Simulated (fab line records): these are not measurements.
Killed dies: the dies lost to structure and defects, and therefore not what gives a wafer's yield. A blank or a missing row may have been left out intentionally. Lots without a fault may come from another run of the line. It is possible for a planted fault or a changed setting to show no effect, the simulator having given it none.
fab line records	flow nandHarc
[record] lots = 13	wafers = 37	lastDay = 24
route steps=1159 shown A_CONTACT@858 END@1159
lots that met no fault: from a run of the same line without faults
startH: hours from the record's opening day to when the first of the lot's shown wafers began	waitH: hours from the lot's prior step to this one	" identical to the entry in the row above	L1.1+2: a single row standing in for several wafers	- no value, or no start was given	* or withheld: withheld	< > ~ a bound
route shown NAME@n: a module of which the file shows steps, and the number in the route of the first	usual: average and standard deviation across the fault-free wafers	same: alike in all rows	chamber/n: place in a boat	sites: per-site readings	_std_site: the values' standard deviation	_edge_site: mean of outer sites minus mean of inner sites	radiusMm: how far each site lies from the wafer's centre	mask NAME#n: copy n	behind: tool/chamber where the wafer was last shaped	hold: cause of the lot's hold/its duration in hours/its outcome	device: transistor that didn't switch, given as n, p or np	end of line: tests run on the same wafers once the route is complete	a step without rows: its recipe alone	killed: dies that structure and defects cost at the first sort, which is not the same as the wafer's yield	map: per-die view of a wafer (x killed, . not killed, _ where there is no die)
set.NAME: the setting that was run; set.NAME@STEP: the one run at that earlier step	model.NAME: the simulator's own value behind a step, which no gauge read
the route's steps for a sample of lots (tables are steps, rows are wafers)
services: from which hour (startH, from the record's first day; less than 0 if before it) a tool's chamber was out of use, for how many hours, and why
[[steps]]
[step NHARC_A_CONTACT_ETCH_48]
[recipe] targetDepthA = 390	overEtchFrac = 0.3	timeS = 65	ionEnergyEv = 80	cf4FlowSccm = 150	arFlowSccm = 0	rfW = 300	biasW = 100	chemistry = CF4
[usual] drypumpMotorCurrentA = 5.7/0.39	oesProductAu = 1.001/0.016	rfVppV = 151.1/1.3	runLengthS = 86.4/0.5	showerheadPlenumPTorr = 1.78/0.078	throttleValvePct = 13.283/0.0094
lot.wafer	tool	chamber	startH	waitH	drypumpMotorCurrentA	oesProductAu	rfHoursCounterH	rfVppV	runLengthS	showerheadPlenumPTorr	throttleValvePct
L283.2	rieDiel-13	3	364.96	0.1	5.0	1.025	29	148.0	86.6	1.66	13.273
L283.4	"	0	"	"	5.2	1.017	30	152.7	86.9	1.90	13.296
L283.5	"	3	"	"	4.9	1.016	-	147.9	86.8	1.66	13.306
L282.2	rieDiel-12	2	371.02	0.1	5.7	1.007	29	151.3	86.8	1.72	13.290
L282.4	"	0	"	"	5.3	0.986	30	150.3	86.6	1.82	13.286
L282.5	"	3	"	"	6.0	0.988	-	152.1	85.6	1.80	13.288
L285.1	rieDiel-10	2	381.49	0.1	5.6	1.012	7	150.3	85.9	1.71	13.267
L285.4	"	3	"	"	6.0	1.024	3	150.1	86.6	1.80	13.283
L285.6	"	1	"	"	6.3	1.005	-	153.0	86.7	1.90	13.288
L284.2	rieDiel-10	1	383.47	0.1	6.3	0.993	8	151.7	86.2	1.91	13.279
L284.1	"	3	"	"	6.0	1.024	4	152.7	86.4	1.80	13.287
L284.5	"	2	"	"	5.6	1.013	-	150.9	86.7	1.71	13.285
L288.3	rieDiel-13	1	396.73	0.1	5.6	1.005	45	150.5	86.2	1.71	13.269
L288.4	"	2	"	"	5.4	0.987	45	152.1	87.2	1.83	13.276
L288.5	"	0	"	"	5.3	1.024	-	152.4	87.1	1.90	13.276
L287.4	rieDiel-10	0	396.92	0.1	6.2	1.006	14	151.7	85.6	1.86	13.282
L287.5	"	0	"	"	6.3	1.006	-	151.2	85.9	1.86	13.284
L287.6	"	1	"	"	6.3	0.992	-	152.9	86.2	1.90	13.284
L291.2	rieDiel-12	0	407.95	0.1	5.3	0.994	4	152.1	86.4	1.82	13.280
L291.3	"	1	"	"	5.5	0.991	3	150.1	86.9	1.68	13.269
L291.1	"	2	"	"	5.7	1.016	3	148.8	86.5	1.72	13.267
L290.2	rieDiel-12	3	414.45	0.1	5.9	0.986	5	151.4	86.2	1.80	13.286
L290.3	"	0	"	"	5.3	1.003	5	150.9	86.9	1.82	13.295
L290.5	"	2	"	"	5.7	1.026	-	149.6	86.5	1.72	13.276
L289.2	rieDiel-10	1	422.66	0.1	6.3	1.009	24	153.3	86.9	1.90	13.271
L289.3	"	0	"	"	6.3	1.004	25	151.4	85.5	1.85	13.257
L289.5	"	1	"	"	6.3	1.009	-	152.3	86.4	1.90	13.280
L293.1	rieDiel-12	0	424.65	0.1	5.3	1.003	7	150.9	86.4	1.82	13.282
L293.2	"	1	"	"	5.5	0.986	7	150.2	86.8	1.68	13.284
L293.6	"	1	"	"	5.5	0.991	-	150.5	86.7	1.68	13.279
L299.1	rieDiel-12	0	470.80	0.1	5.3	0.998	15	152.0	86.9	1.82	13.302
L299.6	"	3	"	"	6.0	0.958	-	152.5	85.9	1.80	13.289
L301.3	rieDiel-12	0	476.70	0.1	5.3	0.990	17	152.9	86.4	1.82	13.288
L301.6	"	1	"	"	5.5	0.972	-	149.1	86.8	1.68	13.269
L304.1	rieDiel-13	3	499.84	0.1	5.0	1.009	14	149.4	86.8	1.65	13.274
L304.3	"	0	"	"	5.3	1.003	13	150.6	87.1	1.89	13.288
L304.4	"	0	"	"	5.3	1.004	-	154.3	86.9	1.89	13.294
[step NHARC_A_CONTACT_ETCH_49]
[recipe] targetDepthA = 2600	overEtchFrac = 0.3	timeS = 475.3	ionEnergyEv = 200	n2FlowSccm = 150	h2FlowSccm = 150	arFlowSccm = 0	rfW = 400	biasW = 150	chemistry = N2/H2
[usual] drypumpMotorCurrentA = 5.7/0.38	oesProductAu = 1.002/0.015	rfVppV = 431.0/2.7	runLengthS = 496.6/0.43	showerheadPlenumPTorr = 2.06/0.099	throttleValvePct = 14.171/0.0095
lot.wafer	tool	chamber	startH	waitH	drypumpMotorCurrentA	oesProductAu	rfHoursCounterH	rfVppV	runLengthS	showerheadPlenumPTorr	throttleValvePct
L283.2	rieDiel-13	1	365.12	-	5.6	1.010	32	430.6	497.1	1.97	14.156
L283.4	"	2	"	"	5.5	0.988	30	432.0	497.4	2.13	14.166
L283.5	"	0	"	"	5.2	1.022	-	435.5	497.3	2.21	14.172
L282.2	rieDiel-12	1	371.11	-	5.5	0.973	30	428.1	496.7	1.93	14.165
L282.4	"	0	"	"	5.3	0.990	30	432.9	497.0	2.11	14.182
L282.5	"	1	"	"	5.5	0.966	-	428.1	496.9	1.93	14.167
L285.4	rieDiel-10	0	381.65	-	6.2	1.003	8	433.4	495.8	2.15	14.162
L285.1	"	1	"	"	6.3	0.990	8	436.0	496.6	2.21	14.171
L285.6	"	0	"	"	6.3	0.999	-	432.6	495.9	2.15	14.171
L284.2	rieDiel-10	1	383.57	-	6.3	1.003	8	435.3	496.5	2.21	14.154
L284.1	"	3	"	"	6.0	1.034	4	431.2	496.4	2.08	14.162
L284.5	"	1	"	"	6.3	1.003	-	434.4	496.5	2.21	14.185
L288.3	rieDiel-13	0	396.90	-	5.2	1.008	41	435.3	497.2	2.20	14.177
L288.4	"	1	"	"	5.6	0.995	45	429.0	496.6	1.97	14.180
L288.5	"	0	"	"	5.2	1.019	-	434.9	496.8	2.20	14.171
L287.4	rieDiel-10	0	397.12	-	6.2	1.001	14	432.9	495.9	2.15	14.174
L287.5	"	1	"	"	6.3	0.987	-	435.0	496.7	2.21	14.161
L287.6	"	2	"	"	5.6	0.999	-	426.9	496.7	1.96	14.182
L291.1	rieDiel-12	0	408.07	-	5.3	1.001	4	431.9	496.7	2.11	14.182
L291.2	"	1	"	"	5.5	0.987	3	428.5	496.7	1.93	14.179
L291.3	"	2	"	"	5.7	1.024	3	428.0	497.6	1.98	14.169
L290.3	rieDiel-12	2	414.56	-	5.7	1.014	4	429.5	497.0	1.98	14.167
L290.2	"	3	"	"	6.0	0.975	5	432.2	496.0	2.08	14.176
L290.5	"	1	"	"	5.5	0.992	-	427.2	496.7	1.93	14.168
L289.2	rieDiel-10	3	422.75	-	6.0	1.023	19	431.3	496.5	2.08	14.174
L289.3	"	1	"	"	6.3	1.011	24	435.7	496.5	2.21	14.176
L289.5	"	3	"	"	6.0	1.021	-	431.1	496.6	2.08	14.159
L293.2	rieDiel-12	0	424.74	-	5.3	0.997	7	432.5	496.9	2.10	14.174
L293.1	"	1	"	"	5.5	0.992	7	427.7	496.6	1.93	14.168
L293.6	"	0	"	"	5.3	0.993	-	432.0	496.8	2.10	14.155
L299.1	rieDiel-12	1	470.91	-	5.5	0.977	15	426.8	373.6	1.93	14.171
L299.6	"	1	"	"	5.5	0.981	-	427.7	373.2	1.93	14.187
L301.3	rieDiel-12	1	476.82	-	5.5	0.977	16	429.0	496.9	1.93	14.159
L301.6	"	0	"	"	5.3	0.996	-	432.7	374.0	2.10	14.182
L304.3	rieDiel-13	0	500.11	-	5.2	1.015	13	434.9	496.8	2.19	14.192
L304.1	"	2	"	"	5.4	0.992	13	432.3	497.3	2.11	14.182
L304.4	"	2	"	"	5.4	0.986	-	431.2	496.8	2.11	14.178
[step NHARC_A_CONTACT_ETCH_119]
[recipe] sourceW = withheld	pressureMtorr = 20	biasV = 3000	timeS = 94	targetDepthA = 9220	arFlowSccm = withheld	c4f8FlowSccm = withheld	o2FlowSccm = withheld	chemistry = C4F8/O2/Ar
[usual] runLengthS = 94/0
lot.wafer	tool	chamber	startH	waitH	rfHoursCounterH	runLengthS
L283.2	harCapEtch-03	0	366.99	0.1	79	94
L283.4	"	1	"	"	-	94
L283.5	"	0	"	"	-	94
L282.2	harCapEtch-01	1	373.39	0.1	56	94
L282.4	"	1	"	"	-	94
L282.5	"	1	"	"	-	94
L285.1	harCapEtch-01	0	383.61	0.1	58	94
L285.4	"	1	"	"	-	94
L285.6	"	1	"	"	-	94
L284.2	harCapEtch-03	1	385.50	0.1	83	94
L284.1	"	0	"	"	83	94
L284.5	"	0	"	"	-	94
L288.4	harCapEtch-02	0	398.84	0.1	-	94
L288.3	"	1	"	"	-	94
L288.5	"	1	"	"	-	94
L287.4	harCapEtch-03	1	399.31	0.1	-	94
L287.6	"	0	"	"	-	94
L287.5	"	1	"	"	-	94
L291.2	harCapEtch-03	0	409.96	0.1	88	94
L291.1	"	1	"	"	88	94
L291.3	"	1	"	"	-	94
L290.2	harCapEtch-03	1	416.44	0.1	90	94
L290.3	"	1	"	"	-	94
L290.5	"	0	"	"	-	94
L289.2	harCapEtch-03	1	424.67	0.1	91	94
L289.3	"	0	"	"	-	94
L289.5	"	1	"	"	-	94
L293.2	harCapEtch-01	1	426.66	0.1	65	94
L293.1	"	0	"	"	65	94
L293.6	"	1	"	"	-	94
L299.1	harCapEtch-02	1	472.78	0.1	30	94
L299.6	"	0	"	"	-	94
L301.3	harCapEtch-02	1	478.73	0.1	-	94
L301.6	"	0	"	"	-	94
L304.1	harCapEtch-03	0	502.52	0.1	104	94
L304.4	"	1	"	"	-	94
L304.3	"	0	"	"	-	94
[step NHARC_A_CONTACT_ETCH_122]
[recipe] sourceW = withheld	pressureMtorr = 20	biasV = 3000	timeS = 95	targetDepthA = 9300	arFlowSccm = withheld	c4f8FlowSccm = withheld	o2FlowSccm = withheld	chemistry = C4F8/O2/Ar
[usual] runLengthS = 95/0
lot.wafer	tool	chamber	startH	waitH	rfHoursCounterH	runLengthS
L283.2	harCapEtch-03	0	367.26	0.1	79	95
L283.4	"	1	"	"	-	95
L283.5	"	0	"	"	-	95
L282.2	harCapEtch-01	1	373.75	0.1	56	95
L282.4	"	1	"	"	-	95
L282.5	"	1	"	"	-	95
L285.1	harCapEtch-01	0	383.88	0.1	58	95
L285.4	"	1	"	"	-	95
L285.6	"	1	"	"	-	95
L284.2	harCapEtch-03	1	385.77	0.1	84	95
L284.1	"	0	"	"	84	95
L284.5	"	0	"	"	-	95
L288.4	harCapEtch-02	0	399.11	0.1	-	95
L288.3	"	1	"	"	-	95
L288.5	"	1	"	"	-	95
L287.4	harCapEtch-03	1	399.68	0.1	-	95
L287.6	"	0	"	"	-	95
L287.5	"	1	"	"	-	95
L291.2	harCapEtch-03	0	410.23	0.1	89	95
L291.1	"	1	"	"	89	95
L291.3	"	1	"	"	-	95
L290.2	harCapEtch-03	1	416.72	0.1	90	95
L290.3	"	1	"	"	-	95
L290.5	"	0	"	"	-	95
L289.2	harCapEtch-03	1	424.94	0.1	91	95
L289.3	"	0	"	"	-	95
L289.5	"	1	"	"	-	95
L293.2	harCapEtch-01	1	426.93	0.1	66	95
L293.1	"	0	"	"	66	95
L293.6	"	1	"	"	-	95
L299.1	harCapEtch-02	1	473.05	0.1	30	95
L299.6	"	0	"	"	-	95
L301.3	harCapEtch-02	1	479.01	0.1	-	95
L301.6	"	0	"	"	-	95
L304.1	harCapEtch-03	0	502.79	0.1	105	95
L304.4	"	1	"	"	-	95
L304.3	"	0	"	"	-	95
[step NHARC_END_SORT_01]
[recipe] tempC = 25
[usual] killedAtArray = 27/10	killedAtOther = 0.6/0.83	killedAtPeriphery = 2.4/1.8	killedDies = 30/10	killedOpen = 3.3/1.7	killedShort = 1.8/1.4
[same] grossDies = 677
lot.wafer	tool	chamber	startH	waitH	killedAtArray	killedAtOther	killedAtPeriphery	killedDies	killedOpen	killedShort
L299.1	prober-01	0	543.94	2.5	387	0	1	388	2	0
L299.6	prober-01	0	547.94	4.0	394	1	3	398	3	4
// killed by level:class
L299.1 A_CONTACT:areaEtch=367 A_CHANNEL_HOLE_D1:chamberFilmFlake=9 A_STAIRCASE:chamberFilmFlake=4 A_BLC:chamberFilmFlake=4 P_M1:geometricParticle:open=1 A_CONTACT:geometricParticle:open=1 A_CHANNEL_FILL_D1:chamberFilmFlake=1 A_CONTACT:chamberFilmFlake=1
L299.6 A_CONTACT:areaEtch=373 A_CHANNEL_HOLE_D1:chamberFilmFlake=6 A_BLC:chamberFilmFlake=5 A_STAIRCASE:chamberFilmFlake=4 A_CHANNEL_HOLE_D1:geometricParticle:short=2 P_M0:geometricParticle:open=1 A_ONON_D1:geometricParticle:short=1 A_CHANNEL_FILL_D1:geometricParticle:short=1
[[services]]
tool	chamber	startH	hours	kind
rieDiel-10	2	344.04	9.2	repair
rieDiel-10	-	353.50	9.0	pm
rieDiel-12	0	358.66	-	clean
rieDiel-12	1	358.66	-	clean
rieDiel-12	2	358.66	-	clean
rieDiel-12	3	358.66	-	clean
rieDiel-10	3	373.61	6.9	repair
rieDiel-12	-	379.40	9.0	pm
rieDiel-12	0	379.40	9.0	ventCycle
rieDiel-12	1	379.40	9.0	ventCycle
rieDiel-12	2	379.40	9.0	ventCycle
rieDiel-12	3	379.40	9.0	ventCycle
rieDiel-12	0	388.40	-	clean
rieDiel-12	1	388.40	-	clean
rieDiel-12	1	388.40	-	consumableReplace:focusRing
rieDiel-12	2	388.40	-	clean
rieDiel-12	3	388.40	-	clean
rieDiel-12	0	412.90	-	clean
rieDiel-13	2	413.52	13.1	repair
rieDiel-13	3	421.53	9.9	repair
rieDiel-13	-	453.15	9.0	pm
rieDiel-10	-	483.08	4.7	repair
rieDiel-13	2	494.71	3.3	repair
rieDiel-13	1	499.40	5.5	repair
[[key]]
[firstSign] step = NHARC_A_CONTACT_ETCH_49	reading = runLengthS	direction = down	sigmas = 99+	usual = *	struck = *
[effect] step = NHARC_END_SORT_01	reading = killedAtArray	direction = up	sigmas = 35	usual = 27	struck = 390
[moreKillsBornAt] NHARC_A_CONTACT_ETCH_49@rieDiel-12 = 740
metAt NHARC_A_CONTACT_ETCH_49
struckLots L299,L301
struckWafers L299.1,L299.6,L301.6
laterRowsLeftOut L299.1,L299.6,L301.6
sortLeftOut L301.6
testerLeftOut L299,L301
notActingAt NHARC_A_CONTACT_ETCH_48,NHARC_A_CONTACT_ETCH_119,NHARC_A_CONTACT_ETCH_122
onsetBetween 424.74 470.91
[fault] kind = processParameterDrift	tool = rieDiel-12	chamber = -	onsetH = 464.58	steps = NHARC_A_CONTACT_ETCH_49	channel = timeS	offset = *	shape = step	endH = 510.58	scope = struckWafersOnly	actsIn = *	stated = *
// testerLeftOut: of these lots the tester's yield and bins aren't shown, on N5 and GAA mostly nor the transistor test; their killed dies are dies lost to structure and defects alone, not to doping, threshold or leakage, so they don't give the yield
// sortLeftOut: the simulated sort isn't trusted on such a fault, so these wafers' sort isn't shown, and their yield isn't known
// laterRowsLeftOut: the simulator's readings of these wafers behind a module that went badly wrong aren't trusted and aren't shown, but for the sort
